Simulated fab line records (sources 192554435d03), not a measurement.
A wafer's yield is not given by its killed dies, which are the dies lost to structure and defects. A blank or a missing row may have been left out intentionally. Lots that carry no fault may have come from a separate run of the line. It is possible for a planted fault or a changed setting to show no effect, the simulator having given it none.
A struck lot beside a sound one    flow n5-finfet    38 steps out of a route of 1938
Sound: wafers L254.2, L254.3, L254.5. Struck: wafer L256.6; the same lot's L256.4 was not struck, so it is left out; see the end for the cause.
Order at every step that has rows: each side's tool, ch and its chambers, its first start. Under that, the readings that differ: sound wafers    struck wafers    difference of the means    sigmas: that difference in standard deviations of wafers without a fault.
alike: words and numbers the same on both sides, and readings whose means are apart by under 2 such deviations; not compared: readings that were withheld, readings missing a value for some wafer, numbers with overlapping values and no deviation given by the record, and bounds like >300 which may hide the same value.
A row with sigmas, a row that says differs or no value, or rows on one side alone: a step with any of these is where the two part. When numbers do not overlap yet have no deviation, they are printed without sigmas and do not part them. Lack of a reading on every wafer of one side parts them only where that side has two or more wafers.

first, 11 steps without rows for these wafers: N5_BEOL_M2_SPUTTER_92 (material Cu, target thk 4.5 nm, time 8.29 s); N5_BEOL_M2_ANNEAL_93 (time 240 s); N5_BEOL_M2_SPUTTER_94 (material Cu, target thk 4.5 nm, time 8.29 s); N5_BEOL_M2_ANNEAL_95 (time 240 s); N5_BEOL_M2_SPUTTER_96 (material Cu, target thk 4.5 nm, time 8.29 s); N5_BEOL_M2_ECD_50 (material Cu, target thk 300 nm); N5_BEOL_M2_ANNEAL_51 (time 90 s); N5_BEOL_M2_CMP_52 (polishes, stops on SiOC, t overpolish 6.8 s, target thk 40 nm); N5_BEOL_M2_PRE_CLEAN_60 (time 15 s); N5_BEOL_M2_CO_CAP_55 (material Co, precursor CCTBA/H2, target thk 2 nm, time 102.1 s); N5_BEOL_M2_PRE_CLEAN_56 (time 15 s).
N5_BEOL_M2_DEP_57: deposits SiCN from 3MS/NH3, target thk 8 nm, time 14 s.
  sound on pecvd-04 ch 0,2, day 10 19:05; struck on pecvd-04 ch 0, day 11 12:32
reading                                   sound    struck  difference  sigmas
model.SiCN_of_BEOL_M2_DEP_57.thk-nm (nm)  7.8 8 8  14.6    +6.7        
  alike: showerhead-plenum-p-Torr, throttle-valve-pct
then, 22 steps without rows for these wafers: N5_BEOL_M3_ILD_DEP_00 (deposits SiOC from DEMS/O2, target thk 79 nm, time 15.3 s); N5_BEOL_M3_PECVD_72 (deposits SiO2 from TEOS/O2, target thk 16 nm, time 18 s); N5_BEOL_M3_HM_DEP_02 (deposits TiN, target thk 20 nm); N5_BEOL_M3_COAT_61 (time 60 s, resist thk 60 nm); N5_BEOL_M3_COAT_62 (time 60 s, resist thk 12 nm); N5_BEOL_M3_COAT_73 (time 60 s, resist thk 5 nm); N5_BEOL_M3_COAT_05 (resist thk 30 nm); N5_BEOL_M3_EBR_07; N5_BEOL_M3_SOFTBAKE_06 (time 60 s); N5_BEOL_M3_EXPOSE_08 (exposes mask M3); N5_BEOL_M3_PEB_09 (peb time 60 s); N5_BEOL_M3_DEVELOP_10 (develop time 30 s); N5_BEOL_M3_DESCUM_16 (chemistry O2, time 7 s); N5_BEOL_M3_ETCH_74 (etches underlayer in N2/H2, target depth 6.5 nm, time 5.2 s); N5_BEOL_M3_ETCH_63 (etches SiARC in CF4, target depth 15.6 nm, time 26 s); N5_BEOL_M3_ETCH_64 (etches SOC in N2/H2, target depth 75 nm, overetch 15 nm, time 112.5 s); N5_BEOL_M3_STRIP_65 (strips in N2/H2); N5_BEOL_M3_STRIP_75 (strips in N2/H2); N5_BEOL_M3_STRIP_66 (strips in CF4); N5_BEOL_M3_HM_OPEN_17 (chemistry Cl2/BCl3, target TiN, target depth 20 nm, overetch 6 nm); N5_BEOL_M3_STRIP_19 (strips in O2); N5_BEOL_M3_COAT_67 (time 60 s, resist thk 60 nm).
N5_BEOL_M3_CMP_52: polishes, stops on SiOC, t overpolish 6.8 s, target thk 40 nm.
  sound on cmp-01 ch 1,3, day 11 07:10; struck on cmp-01 ch 2, day 11 23:55
reading                                 sound              struck  difference  sigmas
overpolish-run-s (s)                    6.799 6.807 6.812  6.787   -0.019      -2
model.Cu_of_BEOL_M3_ECD_50.thk-nm (nm)  40 40.2 40.4       46.8    +6.6        
  alike: barrier-field-endpoint-s, motor-current-A, retaining-ring-pressure-frac, time-to-endpoint-s
N5_BEOL_M3_THK_MEAS_53: measures by xrf.
  sound on film-metro-01, day 11 07:28; struck on film-metro-02, day 12 00:13
reading      sound           struck  difference  sigmas
M3_THK (nm)  40.3 40.3 40.5  46.7    +6.3        +5
N5_BEOL_M3_RS_MEAS_58: measures by four-point-probe.
  sound on film-metro-01, day 11 07:50; struck on film-metro-02, day 12 00:29
reading         sound              struck  difference  sigmas
M3_RS (ohm/sq)  0.667 0.661 0.657  0.548   -0.114      -4
N5_BEOL_M4_RC_MEAS_101:
  sound on prober-02 ch 0, day 12 06:43; struck on prober-02 ch 0, day 12 18:11
  alike: DIBL_N, DIBL_P, IOFF_N, IOFF_P, ION_N, ION_P, SS_N, SS_P, VT_N, VT_P

WHERE THEY PART
First at N5_BEOL_M3_CMP_52; last, within this record, at N5_BEOL_M3_RS_MEAS_58. Later steps at which nothing parts them and some readings are alike: N5_BEOL_M4_RC_MEAS_101.

WHY: whatever the simulator had introduced
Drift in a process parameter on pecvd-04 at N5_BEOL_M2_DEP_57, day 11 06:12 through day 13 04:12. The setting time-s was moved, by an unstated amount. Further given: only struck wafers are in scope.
